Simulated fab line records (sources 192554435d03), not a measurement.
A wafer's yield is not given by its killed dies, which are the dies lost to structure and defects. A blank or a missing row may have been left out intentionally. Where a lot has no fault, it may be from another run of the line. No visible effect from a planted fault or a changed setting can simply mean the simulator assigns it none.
fab line records    flow n5Finfet
record lots=7  wafers=18  lastDay=17
route steps=1938 shown BEOL_M8@1386 PASSIVATION@1936
lots with no fault: from the same line, run without faults
startH: hours from the record's opening day to when the first of the lot's shown wafers began    waitH: time in hours since the lot's previous step    " same as the row above    L1.1+2: one row covering several wafers at once    - either no value or no given start    * or withheld: withheld    < > ~ a bound
route shown NAME@n: NAME is a module with steps in the file, n the number in the route of the first one    usual: mean/standard deviation taken from wafers without a fault    same: alike in all rows    chamber/n: place in a boat    sites: per-site readings    _std_site: standard deviation across them    _edge_site: inner sites' mean taken away from outer sites' mean    radiusMm: how far each site lies from the wafer's centre    mask NAME#n: copy n    behind: the last tool/chamber to shape the wafer    hold: the reason the lot was held/the length of the hold in hours/how it ended    device: transistor that didn't switch, given as n, p or np    end of line: tests run on the same wafers once the route is complete    a step given without rows: its recipe and nothing more    killed: count of dies lost to structure and defects at first sort (not the wafer's yield)    map: dies across one wafer; x = killed, . = not, _ = none there
set.NAME: the run value of the setting; set.NAME@STEP: its run value at that earlier step    model.NAME: the simulator's own value behind a step, which no gauge read
lots seen at some steps along the route; tables by step, rows by wafer
services: a tool's chamber out of use, with start hour (startH, from the record's first day; less than 0 if before it), hours out, and reason
## steps
# step N5_BEOL_M8_CURE_75
# recipe tempC=370  timeS=120  ambient=DMADMS/He  material=SiCOH_lowk
# step N5_BEOL_M8_DEGAS_44
# recipe ambient=vacuum  tempC=250  timeS=60
# step N5_BEOL_M8_PRE_CLEAN_45
# recipe gas=H2/He  timeS=30  tempC=250
# usual heaterPowerW=338/58
lot.wafer  tool           chamber  startH  waitH  heaterPowerW
L125.2     pvdSputter-01  -        203.24  0.0    335
L125.4     "              -        "       "      331
L125.6     "              -        "       "      335
L130.1     pvdSputter-03  -        238.78  0.0    277
L130.4     "              -        "       "      425
L130.6     "              -        "       "      273
L133.1     pvdSputter-03  -        265.80  0.0    347
L133.4     "              -        "       "      422
L132.1     pvdSputter-02  -        267.50  0.0    378
L132.3     "              -        "       "      244
L135.2     pvdSputter-02  -        275.60  0.0    381
L135.3     "              -        "       "      322
L143.2     pvdSputter-02  -        330.95  0.0    385
L143.3     "              -        "       "      325
L143.5     "              -        "       "      396
L146.1     pvdSputter-02  -        336.72  0.0    320
L146.3     "              -        "       "      239
L146.4     "              -        "       "      382
# step N5_BEOL_M8_ALD_77
# recipe material=TaN  targetThkA=20  tempC=275  aldPrecursorFamily=PDMAT  aldCoReactant=NH3  pressureTorr=3  carrierFlowSccm=1500  pulseTimeS=2  purgeTimeS=3  coReactantPurgeTimeS=2  coReactantPulseTimeS=3  aldCycles=40  precursorVesselTempC=75  precursorVesselPressureTorr=26.25  precursorVesselCarrierSccm=1000
# usual heaterPowerW=405/45  precursorVesselPressureTorr=26.25/0.056
# same pulseTimeS=2
lot.wafer  tool         chamber  startH  waitH  heaterPowerW  precursorVesselPressureTorr
L125.2     aldMetal-04  1        203.32  0.1    429           26.24
L125.4     "            3        "       "      432           26.21
L125.6     "            1        "       "      435           26.24
L130.1     aldMetal-04  1        238.92  0.1    433           26.18
L130.4     "            0        "       "      428           26.28
L130.6     "            3        "       "      452           26.25
L133.1     aldMetal-03  0        265.86  0.0    415           26.28
L133.4     "            3        "       "      442           26.26
L132.1     aldMetal-04  3        267.73  0.2    443           26.25
L132.3     "            1        "       "      427           26.35
L135.2     aldMetal-01  2        275.67  0.0    366           26.20
L135.3     "            0        "       "      397           26.27
L143.2     aldMetal-03  2        331.02  0.0    310           26.11
L143.3     "            3        "       "      438           26.22
L143.5     "            2        "       "      317           26.22
L146.1     aldMetal-04  2        336.79  0.0    383           26.22
L146.3     "            0        "       "      415           26.31
L146.4     "            1        "       "      425           26.23
# step N5_BEOL_M8_SURFACE_TREAT_79
# recipe gas=Ar  timeS=*  ionEnergyEv=*  ionCurrentMaCm2=0.5  pressureMtorr=*  arFlowSccm=30
# usual arFlowSccm=30.00/0.087  throttleValvePct=*
lot.wafer  tool           chamber  startH  waitH  arFlowSccm  throttleValvePct
L125.2     pvdSputter-01  -        203.66  0.2    30.17       *
L125.4     "              -        "       "      29.94       *
L125.6     "              -        "       "      30.11       *
L130.1     pvdSputter-03  -        240.84  1.8    30.06       *
L130.4     "              -        "       "      30.02       *
L130.6     "              -        "       "      30.00       *
L133.1     pvdSputter-03  -        266.30  0.3    30.19       *
L133.4     "              -        "       "      29.98       *
L132.1     pvdSputter-03  -        268.02  0.2    30.04       *
L132.3     "              -        "       "      30.21       *
L135.2     pvdSputter-03  -        275.95  0.2    30.17       *
L135.3     "              -        "       "      30.03       *
L143.2     pvdSputter-03  -        331.34  0.2    29.89       *
L143.3     "              -        "       "      30.06       *
L143.5     "              -        "       "      29.97       *
L146.1     pvdSputter-01  -        337.11  0.2    29.94       *
L146.3     "              -        "       "      29.84       *
L146.4     "              -        "       "      30.06       *
# step N5_BEOL_M8_CVD_78
# recipe material=Co  targetThkA=20  tempC=withheld  precursor=CCTBA/H2  pressureTorr=30  timeS=142.3
# step N5_BEOL_M8_SPUTTER_48
# recipe material=Cu  targetThkA=100  tempC=-20  biasV=60  powerW=26000  chamberPressurePa=0.13  timeS=1.667
# usual throttleValvePct=30.6/1.3
lot.wafer  tool           chamber  startH  waitH  throttleValvePct
L125.2     pvdSputter-02  -        204.34  0.5    31.7
L125.4     "              -        "       "      30.9
L125.6     "              -        "       "      32.7
L130.1     pvdSputter-03  -        241.24  0.3    31.0
L130.4     "              -        "       "      31.1
L130.6     "              -        "       "      30.9
L133.1     pvdSputter-02  -        266.78  0.1    31.7
L133.4     "              -        "       "      32.9
L132.1     pvdSputter-01  -        269.16  1.0    30.7
L132.3     "              -        "       "      27.8
L135.2     pvdSputter-03  -        276.16  0.1    27.9
L135.3     "              -        "       "      30.9
L143.2     pvdSputter-03  -        331.60  0.2    28.0
L143.3     "              -        "       "      30.6
L143.5     "              -        "       "      31.2
L146.1     pvdSputter-03  -        337.34  0.1    27.8
L146.3     "              -        "       "      31.2
L146.4     "              -        "       "      27.8
# step N5_BEOL_M8_ECD_50
# recipe material=Cu  targetThkA=3000
# step N5_BEOL_M8_ANNEAL_51
# recipe tempC=225  timeS=90  ambient=N2
# step N5_BEOL_M8_CMP_52
# recipe stopOn=SiCOH_lowk  tOverpolishS=6.9  downForcePsi=1  platenRpm=50  clearingPlatenDownForcePsi=1.5  clearingPlatenRpm=50  postCmpClean=cuAlkaline  targetThkNm=80  clearingPlatenPadVelocityMS=0.99484  padVelocityMS=0.99484
# usual barrierFieldEndpointS=28.6/0.85  clearingPlatenDownForcePsi=1.500/0.0033  motorCurrentA=5.9/0.54  overpolishRunS=6.899/0.0092  retainingRingPressureFrac=1.000/0.0046  timeToEndpointS=62/4.2
lot.wafer  tool    chamber  startH  waitH  barrierFieldEndpointS  clearingPlatenDownForcePsi  motorCurrentA  overpolishRunS  retainingRingPressureFrac  timeToEndpointS
L125.4     cmp-02  1        204.88  0.1    29.9                   1.500                       5.9            6.904           0.999                      67
L125.2     "       3        "       "      27.1                   1.505                       5.8            6.899           0.998                      56
L125.6     "       2        "       "      28.6                   1.496                       5.5            6.899           1.002                      64
L130.1     cmp-04  3        241.79  0.3    27.7                   1.498                       6.5            6.896           0.997                      62
L130.4     "       0        "       "      28.6                   1.501                       5.2            6.893           1.004                      60
L130.6     "       2        "       "      28.6                   1.497                       6.7            6.888           1.009                      60
L133.4     cmp-02  2        269.03  0.2    28.5                   1.495                       5.3            6.902           0.995                      65
L133.1     "       3        "       "      27.6                   1.499                       5.9            6.901           1.003                      58
L132.1     cmp-03  2        270.49  0.3    28.7                   1.499                       5.5            6.899           0.987                      60
L132.3     "       0        "       "      27.8                   1.501                       5.9            6.908           0.995                      61
L135.3     cmp-02  1        276.71  0.2    29.9                   1.495                       6.2            6.897           1.001                      70
L135.2     "       3        "       "      27.0                   1.498                       6.2            6.898           0.999                      55
L143.2     cmp-04  1        332.15  0.2    27.9                   1.500                       6.7            6.880           0.994                      62
L143.3     "       2        "       "      27.4                   1.504                       6.5            6.900           1.000                      60
L143.5     "       0        "       "      27.7                   1.503                       5.3            6.887           1.001                      61
L146.3     cmp-02  0        338.24  0.2    27.9                   1.497                       5.2            6.907           1.003                      61
L146.4     "       1        "       "      30.6                   1.505                       5.8            6.907           0.995                      74
L146.1     "       2        "       "      28.1                   1.494                       5.2            6.905           1.004                      61
# step N5_BEOL_M8_THK_MEAS_53
# recipe thkMeasGauge=xrf  reads=Cu_of_BEOL_M8_ECD_50
# usual M8_THK=81.7/2.3
lot.wafer  tool          chamber  startH  waitH  M8_THK[nm]
L125.2     filmMetro-02  -        205.17  -      80.5
L125.4     "             -        "       "      84.8
L125.6     "             -        "       "      81.5
L130.1     filmMetro-01  -        242.05  -      83.0
L130.4     "             -        "       "      81.5
L130.6     "             -        "       "      81.6
L133.1     filmMetro-01  -        269.25  -      81.2
L133.4     "             -        "       "      81.8
L132.1     filmMetro-02  -        270.74  -      85.2
L132.3     "             -        "       "      81.4
L135.2     filmMetro-01  -        276.97  -      81.7
L135.3     "             -        "       "      88.3
L143.2     filmMetro-01  -        332.40  -      80.5
L143.3     "             -        "       "      78.9
L143.5     "             -        "       "      78.5
L146.1     filmMetro-02  -        338.54  -      81.4
L146.3     "             -        "       "      79.6
L146.4     "             -        "       "      81.6
# step N5_BEOL_M8_PRE_CLEAN_55
# recipe gas=NH3  timeS=15  tempC=withheld  rfPowerW=300
# step N5_BEOL_M8_DEP_56
# recipe material=SiCN  targetThkA=100  tempC=withheld  precursor=3MS/NH3  pressureTorr=3  rfW=202  timeS=17.5
# usual rfFwdPowerW=199.9/0.73  showerheadPlenumPTorr=3.666/0.014  throttleValvePct=9.3/0.42
lot.wafer  tool      chamber  startH  waitH  rfFwdPowerW  showerheadPlenumPTorr  throttleValvePct  model.SiCN_of_BEOL_M8_DEP_56.thkNm
L125.2     pecvd-03  0        205.25  0.0    200.9        3.665                  8.9               9.8
L125.4     "         0        "       "      200.3        3.670                  8.7               10
L125.6     "         2        "       "      201.1        3.663                  9.3               9.8
L130.1     pecvd-02  1        242.11  0.0    199.2        3.678                  9.3               10
L130.4     "         0        "       "      200.1        3.657                  9.6               9.8
L130.6     "         2        "       "      199.2        3.642                  9.1               10.4
L133.1     pecvd-04  2        269.31  0.0    -            3.660                  9.0               4.6
L133.4     "         1        "       "      198.7        3.671                  9.8               10.4
L132.1     pecvd-04  0        270.80  0.0    -            3.672                  9.6               4.4
L132.3     "         2        "       "      -            3.669                  9.0               4.4
L135.2     pecvd-04  1        277.04  0.0    200.2        3.659                  9.8               10
L135.3     "         0        "       "      -            3.676                  9.9               4.6
L143.2     pecvd-02  2        332.47  0.0    200.5        3.653                  9.1               10
L143.3     "         1        "       "      199.4        3.687                  9.8               9.8
L143.5     "         2        "       "      200.5        3.640                  8.9               10.2
L146.1     pecvd-02  1        338.60  0.0    199.4        3.695                  9.5               9.8
L146.3     "         2        "       "      200.2        3.642                  9.1               10
L146.4     "         2        "       "      200.2        3.647                  9.1               10.4
# step N5_BEOL_M8_RS_MEAS_57
# recipe thkMeasGauge=four-point-probe  reads=Cu_of_BEOL_M8_ECD_50+Co_of_BEOL_M8_CVD_78+TaN_of_BEOL_M8_ALD_77
# usual M8_RS=0.280/0.0088
lot.wafer  tool          chamber  startH  waitH  M8_RS[ohm/sq]
L125.2     filmMetro-02  -        205.33  0.1    0.286
L125.4     "             -        "       "      0.268
L125.6     "             -        "       "      0.281
L130.1     filmMetro-01  -        242.18  0.1    0.275
L130.4     "             -        "       "      0.281
L130.6     "             -        "       "      0.281
L133.1     filmMetro-02  -        269.38  0.1    0.284
L133.4     "             -        "       "      0.282
L132.1     filmMetro-02  -        270.87  0.1    0.269
L132.3     "             -        "       "      0.283
L135.2     filmMetro-01  -        277.13  0.1    0.278
L135.3     "             -        "       "      0.254
L143.2     filmMetro-01  -        332.54  0.1    0.283
L143.3     "             -        "       "      0.290
L143.5     "             -        "       "      0.291
L146.1     filmMetro-02  -        338.67  0.1    0.278
L146.3     "             -        "       "      0.286
L146.4     "             -        "       "      0.278
# step N5_PASSIVATION_PROBE_49
# usual defectLimitedYield=91.4/1.5  killed_at_M0_to_M3=36/11  killed_at_M4_up=14/6  killedAtContacts=11/6  killedAtFrontEnd=37/11  killedAtOther=4/3.4  killedDies=102/18  killedOpen=66/13  killedShort=34/7.8  sort_bin_4_leakage=0.00/0.017  sort_bin_5_function=5.0/0.97  sort_bin_6_memory=3.2/0.7  sort_bin_8_speed=0.0/0.38  sortNPass=1078/19  sortYieldPct=91.3/1.6
# same grossDies=1180  killedAtBackSide=0
lot.wafer  tool       chamber  startH  waitH  defectLimitedYield[%]  killed_at_M0_to_M3  killed_at_M4_up  killedAtContacts  killedAtFrontEnd  killedAtOther  killedDies  killedOpen  killedShort  sort_bin_4_leakage[%]  sort_bin_5_function[%]  sort_bin_6_memory[%]  sort_bin_8_speed[%]  sortNPass  sortYieldPct[%]
L125.2     prober-01  -        271.77  0.1    91.3                   27                  14               10                41                11             103         65          37           0                      5.3                     3.1                   0                    1077       91.3
L125.4     prober-01  -        271.87  0.2    90.8                   39                  19               16                31                3              108         73          31           0                      6.0                     3.1                   0                    1072       90.8
L125.6     prober-01  -        271.97  0.3    92.3                   42                  16               4                 23                6              91          55          33           0                      4.8                     2.5                   0                    1089       92.3
L130.1     prober-01  -        306.27  0.0    91.9                   32                  17               9                 34                4              96          65          31           0                      4.7                     3.0                   0                    1084       91.9
L130.4     prober-01  -        306.42  0.2    90.8                   50                  10               8                 38                2              108         73          33           0                      5.1                     3.9                   0                    1072       90.8
L130.6     prober-01  -        306.52  0.3    91.8                   31                  16               10                36                4              97          57          36           0                      5.4                     2.5                   0                    1083       91.8
L133.1     prober-01  -        332.17  0.0    88.6                   45                  20               10                58                2              135         89          46           0                      7.1                     3.8                   0                    1045       88.6
L133.4     prober-01  -        332.32  0.2    91.1                   50                  9                8                 37                1              105         70          31           0                      4.7                     3.6                   0                    1075       91.1
L132.1     prober-02  -        332.43  0.0    90.1                   55                  15               10                33                4              117         81          35           0                      5.4                     3.9                   0                    1063       90.1
L132.3     prober-02  -        332.53  0.1    91.8                   45                  19               7                 21                5              97          58          39           0                      5.0                     2.6                   0                    1083       91.8
L135.2     prober-02  -        344.68  0.8    91.5                   40                  13               13                31                3              100         53          46           0.08                   5.0                     3.4                   0                    1079       91.4
L135.3     prober-02  -        344.73  0.9    92.5                   36                  14               6                 31                2              89          48          41           0                      3.6                     3.7                   0                    1091       92.5
L143.2     prober-02  -        397.08  0.1    92.5                   24                  9                5                 41                9              88          61          26           0                      4.9                     2.3                   0                    1092       92.5
L143.3     prober-02  -        397.13  0.1    90.8                   34                  18               4                 45                7              108         71          37           0                      5.5                     3.1                   0                    1072       90.8
L143.5     prober-02  -        397.23  0.2    90.4                   34                  28               12                35                4              113         68          42           0                      5.8                     3.3                   0.1                  1067       90.4
L146.1     prober-01  -        401.06  0.0    93.2                   34                  7                6                 33                0              80          51          29           0.08                   3.9                     2.7                   0                    1099       93.1
L146.3     prober-01  -        401.16  0.1    88.4                   54                  16               5                 60                2              137         79          53           0                      6.1                     4.6                   0                    1043       88.4
L146.4     prober-01  -        401.21  0.2    92.8                   29                  4                4                 38                10             85          45          34           0                      3.9                     2.9                   0                    1095       92.8
# killed by level:class
L125.2 FIN_SAQP:geometricParticle:short=10 BEOL_M3:geometricParticle:open=8 DUMMY_GATE:geometricParticle:open=8 BEOL_M4:geometricParticle:open=8 MOL_CONTACT_COAG:geometricParticle:open=7 FIN_SAQP:geometricParticle:open=6 BEOL_M0_SAQP:geometricParticle:short=6 STARTING-WAFER:geometricParticle:short=5
L125.4 MOL_CONTACT_COAG:geometricParticle:open=12 BEOL_M3:geometricParticle:open=12 FIN_SAQP:geometricParticle:open=7 BEOL_M1:geometricParticle:open=7 GATE_CUT:geometricParticle:open=6 GATE_CUT:geometricParticle:short=6 BEOL_M3:geometricParticle:short=5 BEOL_M4:geometricParticle:open=5
L125.6 BEOL_M0_SAQP:geometricParticle:open=11 BEOL_M0_SAQP:geometricParticle:short=9 BEOL_M2:geometricParticle:open=7 FIN_SAQP:geometricParticle:open=6 FIN_SAQP:geometricParticle:short=5 BEOL_M1:geometricParticle:open=5 BEOL_M3:geometricParticle:open=5 BEOL_M4:geometricParticle:open=5
L130.1 BEOL_M3:geometricParticle:open=9 STI_FIN_REVEAL:geometricParticle:open=7 MOL_CONTACT_COAG:geometricParticle:open=7 DUMMY_GATE:geometricParticle:open=6 BEOL_M0_SAQP:geometricParticle:short=5 ILD0:geometricParticle:open=4 BEOL_M0_SAQP:geometricParticle:open=4 BEOL_M4:geometricParticle:open=4
L130.4 BEOL_M3:geometricParticle:open=17 BEOL_M0_SAQP:geometricParticle:short=12 FIN_SAQP:geometricParticle:open=7 MOL_CONTACT_COAG:geometricParticle:open=7 BEOL_M0_SAQP:geometricParticle:open=7 STI_FIN_REVEAL:geometricParticle:open=5 BEOL_M5:geometricParticle:open=5 FIN_CUT:geometricParticle:open=4
L130.6 BEOL_M4:geometricParticle:open=9 FIN_SAQP:geometricParticle:short=8 BEOL_M1:geometricParticle:open=8 BEOL_M0_SAQP:geometricParticle:short=6 GATE_CUT:geometricParticle:short=6 STI_FIN_REVEAL:geometricParticle:open=5 MOL_CONTACT_COAG:geometricParticle:short=5 BEOL_M2:geometricParticle:open=5
L133.1 FIN_SAQP:geometricParticle:open=15 BEOL_M0_SAQP:geometricParticle:short=13 FIN_SAQP:geometricParticle:short=12 BEOL_M1:geometricParticle:open=11 STI_FIN_REVEAL:geometricParticle:open=9 MOL_CONTACT_COAG:geometricParticle:open=9 BEOL_M2:geometricParticle:open=9 BEOL_M8:geometricParticle:open=8
L133.4 BEOL_M1:geometricParticle:open=23 BEOL_M0_SAQP:geometricParticle:short=12 FIN_SAQP:geometricParticle:open=9 MOL_CONTACT_COAG:geometricParticle:open=8 BEOL_M0_SAQP:geometricParticle:open=8 GATE_CUT:geometricParticle:open=5 GATE_CUT:geometricParticle:short=5 STI_FIN_REVEAL:geometricParticle:open=3
L132.1 BEOL_M0_SAQP:geometricParticle:open=17 BEOL_M1:geometricParticle:open=13 FIN_SAQP:geometricParticle:open=11 MOL_CONTACT_COAG:geometricParticle:open=9 BEOL_M0_SAQP:geometricParticle:short=9 FIN_SAQP:geometricParticle:short=7 BEOL_M2:geometricParticle:open=7 BEOL_M4:geometricParticle:open=7
L132.3 BEOL_M3:geometricParticle:open=13 BEOL_M0_SAQP:geometricParticle:short=11 MOL_CONTACT_COAG:geometricParticle:open=7 BEOL_M0_SAQP:geometricParticle:open=6 BEOL_M3:geometricParticle:short=6 BEOL_M5:geometricParticle:open=5 BEOL_M0:geometricParticle:open=4 BEOL_M4:geometricParticle:open=4
L135.2 BEOL_M0_SAQP:geometricParticle:short=10 MOL_CONTACT_COAG:geometricParticle:open=9 BEOL_M3:geometricParticle:short=9 GATE_CUT:geometricParticle:short=7 BEOL_M3:geometricParticle:open=7 BEOL_M4:geometricParticle:open=7 FIN_SAQP:geometricParticle:open=6 BEOL_M0_SAQP:geometricParticle:open=6
L135.3 BEOL_M0_SAQP:geometricParticle:short=11 BEOL_M0_SAQP:geometricParticle:open=8 FIN_SAQP:geometricParticle:open=7 FIN_SAQP:geometricParticle:short=6 STI_FIN_REVEAL:geometricParticle:open=5 MOL_CONTACT_COAG:geometricParticle:open=5 BEOL_M1:geometricParticle:open=5 GATE_CUT:geometricParticle:short=4
L143.2 STI_FIN_REVEAL:geometricParticle:open=15 FIN_SAQP:geometricParticle:open=8 BEOL_M2:geometricParticle:open=7 BEOL_M0_SAQP:geometricParticle:short=5 FIN_SAQP:geometricParticle:short=4 DUMMY_GATE:geometricParticle:open=4 MOL_CONTACT_COAG:geometricParticle:open=4 BEOL_M0_SAQP:geometricParticle:open=4
L143.3 STI_FIN_REVEAL:geometricParticle:open=18 BEOL_M1:geometricParticle:open=12 BEOL_M4:geometricParticle:open=9 FIN_SAQP:geometricParticle:short=7 FIN_SAQP:geometricParticle:open=5 BEOL_M0_SAQP:geometricParticle:short=5 BEOL_M3:geometricParticle:open=5 BEOL_M0_SAQP:geometricParticle:open=4
L143.5 FIN_SAQP:geometricParticle:short=13 BEOL_M4:geometricParticle:open=13 FIN_SAQP:geometricParticle:open=10 MOL_CONTACT_COAG:geometricParticle:open=10 BEOL_M1:geometricParticle:open=8 BEOL_M0_SAQP:geometricParticle:open=6 BEOL_M0_SAQP:geometricParticle:short=5 BEOL_M1:geometricParticle:short=4
L146.1 BEOL_M2:geometricParticle:open=13 FIN_SAQP:geometricParticle:short=12 FIN_SAQP:geometricParticle:open=6 BEOL_M0_SAQP:geometricParticle:short=6 BEOL_M0_SAQP:geometricParticle:open=6 BEOL_M3:geometricParticle:open=6 DUMMY_GATE:geometricParticle:open=3 STI_FIN_REVEAL:geometricParticle:open=3
L146.3 BEOL_M0_SAQP:geometricParticle:short=20 BEOL_M0_SAQP:geometricParticle:open=14 STI_FIN_REVEAL:geometricParticle:open=12 DUMMY_GATE:geometricParticle:open=11 FIN_SAQP:geometricParticle:short=7 BEOL_M2:geometricParticle:open=6 BEOL_M3:geometricParticle:open=5 STARTING-WAFER:geometricParticle:short=5
L146.4 STI_FIN_REVEAL:geometricParticle:open=10 BEOL_M0_SAQP:geometricParticle:open=10 BEOL_M0_SAQP:geometricParticle:short=9 FIN_SAQP:geometricParticle:short=5 FIN_SAQP:geometricParticle:open=4 ILD0:geometricParticle:short=4 BEOL_M2:geometricParticle:open=4 MIM_TOP_ETCH:geometricParticle:short=4
## services
tool           chamber  startH  hours  kind
cmp-04         -        183.56  0.9    repair
pvdSputter-01  -        194.09  0.8    repair
cmp-03         -        203.50  4.0    pm
aldMetal-04    0        204.36  3.7    repair
pecvd-02       1        205.67  4.9    repair
aldMetal-04    -        213.20  1.4    repair
aldMetal-04    1        218.46  9.2    repair
cmp-03         -        218.71  1.1    repair
cmp-03         -        221.52  5.1    pm
cmp-04         -        244.19  3.7    pm
cmp-02         -        244.28  4.8    pm
cmp-02         -        256.68  4.0    pm
cmp-03         -        267.36  0.8    repair
pecvd-04       2        272.32  2.5    repair
cmp-04         -        275.10  4.0    pm
pecvd-03       1        275.80  7.2    repair
cmp-02         -        292.57  1.2    repair
cmp-04         -        306.94  3.3    pm
pecvd-03       -        308.30  0.8    pm
pecvd-02       -        317.36  0.8    repair
aldMetal-01    1        318.31  25.0   repair
pvdSputter-02  -        321.23  1.2    repair
aldMetal-01    -        326.88  2.8    pm
pvdSputter-01  -        330.79  2.4    repair
## key
firstSign none at tools or gauges
modelEffect step=N5_BEOL_M8_DEP_56  value=SiCN_of_BEOL_M8_DEP_56.thkNm  without=9.85  struck=4.5
metAt N5_BEOL_M8_DEP_56
struckWafers L132.1,L132.3,L133.1,L135.3
fault kind=processParameterDrift  tool=pecvd-04  chamber=-  onsetH=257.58  steps=N5_BEOL_M8_DEP_56  channel=timeS  offset=*  shape=step  endH=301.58  scope=struckWafersOnly  actsIn=*  stated=*
